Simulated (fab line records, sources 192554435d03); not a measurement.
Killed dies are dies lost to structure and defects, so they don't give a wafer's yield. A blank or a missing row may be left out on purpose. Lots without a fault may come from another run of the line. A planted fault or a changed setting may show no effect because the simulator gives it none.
Chamber matching | flow n5_finfet | N5_GATE_CUT_DESCUM_18 on rie_diel-06: 4 sister chambers
The step chemistry O2, time 7 s. 4 wafers are shown with their chamber, then 9 later ones without.

WAFERS WITH THEIR CHAMBER
wafer  | chamber | showerhead_plenum_p_Torr (Torr)
L081.6 | 2       | 2.17
L084.1 | 3       | 2.02
L084.3 | 1       | 1.99
L084.4 | 0       | 2.07

WAFERS WITHOUT THEIR CHAMBER
wafer  | showerhead_plenum_p_Torr (Torr)
L085.1 | 2.02
L085.4 | 2.06
L085.6 | 1.99
L090.2 | 2.02
L090.4 | 2.06
L090.6 | 2.06
L096.2 | 2.06
L096.5 | 2.17
L096.6 | 2.02

WHICH CHAMBER EACH WENT THROUGH
wafer  | from the rows above | in truth
L085.1 | 3                   | 3
L085.4 | 0                   | 0
L085.6 | 1                   | 1
L090.2 | 3                   | 3
L090.4 | 0                   | 0
L090.6 | 0                   | 0
L096.2 | 0                   | 0
L096.5 | 2                   | 2
L096.6 | 3                   | 3
Placed correctly: 9 of 9. Can't be placed from these rows: 0. Placed wrongly: 0.
How it was worked out, from the rows above alone: a wafer's distance from a chamber is the root of the sum, over the readings, of the square of ((its reading less the chamber's mean) divided by the reading's scatter). The wafer belongs to the nearest chamber; if the next one is less than 2 further off, it can't be placed. A chamber's mean is the mean of its shown wafers. The scatter: with one shown wafer a chamber, the root of the mean of the squares of how far each hidden wafer lies from its nearest shown one.
